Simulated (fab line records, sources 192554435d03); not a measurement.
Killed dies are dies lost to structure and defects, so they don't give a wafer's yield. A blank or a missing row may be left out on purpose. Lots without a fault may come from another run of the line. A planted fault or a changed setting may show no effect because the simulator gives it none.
Split-lot experiment | flow n5_finfet | 7 lots, 39 wafers read, on a route of 1938 steps

THE SPLIT
At N5_WELL_APT_EXPOSE_05 (exposes mask NWELL, defocus 0 nm, target cd 200 nm), the setting dose_mj was moved away from the recipe's 20.3 on 12 of the 39 wafers read, by -3.8% to +7.6%. The other wafers ran this setting at the recipe's value.

FROM THE SPLIT TO THE READING: what the file shows between them, 3 steps
- N5_WELL_APT_PEB_06: peb time 90 s
- N5_WELL_APT_DEVELOP_07: develop time 45 s
- N5_WELL_APT_HARDBAKE_12: time 120 s

THE READING
cd_nm, in nm, at N5_WELL_APT_CD_MEAS_08 (target cd 200 nm). Fault-free wafers of this fab line usually give 200.8 nm, standard deviation 1.4 nm.

wafer  | tool, chamber at the split | dose_mj as run | against the recipe | cd_nm, nm | against lot-mates on the recipe
L081.1 | krf_scanner-02, 0          | 20.3           | recipe             | 201.6     | -
L081.2 | krf_scanner-02, 0          | 20.3           | recipe             | 201.2     | -
L081.3 | krf_scanner-02, 0          | 20.3           | recipe             | 201.4     | -
L081.4 | krf_scanner-02, 0          | 20.3           | recipe             | 200.4     | -
L081.5 | krf_scanner-02, 0          | 20.3           | recipe             | 200.1     | -
L081.6 | krf_scanner-02, 0          | 20.3           | recipe             | 198.7     | -
L082.1 | krf_scanner-01, 0          | 21.8           | +7.4%              | 211.7     | +9.4
L082.2 | krf_scanner-01, 0          | 21.8           | +7.4%              | 210.0     | +7.7
L082.3 | krf_scanner-01, 0          | 20.3           | recipe             | 202.6     | -
L082.4 | krf_scanner-01, 0          | 21.8           | +7.4%              | 211.0     | +8.7
L082.5 | krf_scanner-01, 0          | 20.3           | recipe             | 202.6     | -
L082.6 | krf_scanner-01, 0          | 20.3           | recipe             | 201.6     | -
L083.1 | krf_scanner-01, 0          | 20.3           | recipe             | 199.9     | -
L083.2 | krf_scanner-01, 0          | 21.27          | +4.8%              | 207.2     | +7.1
L083.3 | krf_scanner-01, 0          | 20.3           | recipe             | 199.1     | -
L083.4 | krf_scanner-01, 0          | 20.3           | recipe             | 201.2     | -
L083.5 | krf_scanner-01, 0          | 21.27          | +4.8%              | 207.5     | +7.4
L083.6 | krf_scanner-01, 0          | 21.27          | +4.8%              | 208.9     | +8.8
L084.1 | krf_scanner-01, 0          | 20.3           | recipe             | 201.6     | -
L084.2 | krf_scanner-01, 0          | 21.85          | +7.6%              | 214.0     | +13.1
L084.3 | krf_scanner-01, 0          | 21.85          | +7.6%              | 212.9     | +12.0
L084.4 | krf_scanner-01, 0          | 20.3           | recipe             | 201.5     | -
L084.5 | krf_scanner-01, 0          | 20.3           | recipe             | 199.5     | -
L084.6 | krf_scanner-01, 0          | 21.85          | +7.6%              | 215.3     | +14.4
L085.1 | krf_scanner-02, 0          | 20.3           | recipe             | 198.5     | -
L085.2 | krf_scanner-02, 0          | 20.3           | recipe             | 201.9     | -
L085.3 | krf_scanner-02, 0          | 20.3           | recipe             | 198.6     | -
L085.4 | krf_scanner-02, 0          | 20.3           | recipe             | 196.7     | -
L085.5 | krf_scanner-02, 0          | 20.3           | recipe             | 200.7     | -
L085.6 | krf_scanner-02, 0          | 20.3           | recipe             | 200.5     | -
L086.1 | krf_scanner-02, 0          | 19.52          | -3.8%              | 193.7     | -7.0
L086.2 | krf_scanner-02, 0          | 20.3           | recipe             | 203.2     | -
L086.3 | krf_scanner-02, 0          | 19.52          | -3.8%              | 193.9     | -6.8
L086.4 | krf_scanner-02, 0          | 19.52          | -3.8%              | 194.4     | -6.3
L086.5 | krf_scanner-02, 0          | 20.3           | recipe             | 200.2     | -
L086.6 | krf_scanner-02, 0          | 20.3           | recipe             | 198.8     | -
L087.1 | krf_scanner-02, 0          | 20.3           | recipe             | 200.7     | -
L087.2 | krf_scanner-02, 0          | 20.3           | recipe             | 202.8     | -
L087.5 | krf_scanner-02, 0          | 20.3           | recipe             | 202.9     | -

THE FIT
A straight line over all 39 wafers: cd_nm changes by +1.59 nm for each +1% of dose_mj; r = +0.96; the points scatter about the line by 1.5 nm.
The same after taking each lot's own level away (the mean of its wafers on the recipe; 39 wafers): +1.52 nm for each +1%; r = +0.96; scatter 1.5 nm.
On that fit, the largest move of dose_mj shifts the reading by 12 nm.
The lots' own levels span 199.48 to 202.27 nm, that is 2.0 times the standard deviation above.
So the lot-to-lot level changes the slope little: the two slopes agree.
Check: with one of the wafers moved furthest among these (+7.6%) left out of the fit, the line predicts +11.3 nm for it against its lot-mates. It came out at +13.1 nm against them.

THE WHOLE CHAIN: every reading that the file lists as answering this split, in the file's order
step                   | what it does             | reading                                                         | change (the file's fit)              | r (the file's)
N5_WELL_APT_CD_MEAS_08 | target cd 200 nm         | cd_nm                                                           | +1.51 nm for each +1% of the setting | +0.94
N5_WELL_APT_DESCUM_13  | chemistry O2, time 7.9 s | WELL_APT.cd_nm (the simulator's own value, which no gauge read) | +1.51 nm for each +1% of the setting | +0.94

THE FILE'S OWN FIT
cd_nm changes by +1.51 nm for each +1% of dose_mj, r = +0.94.
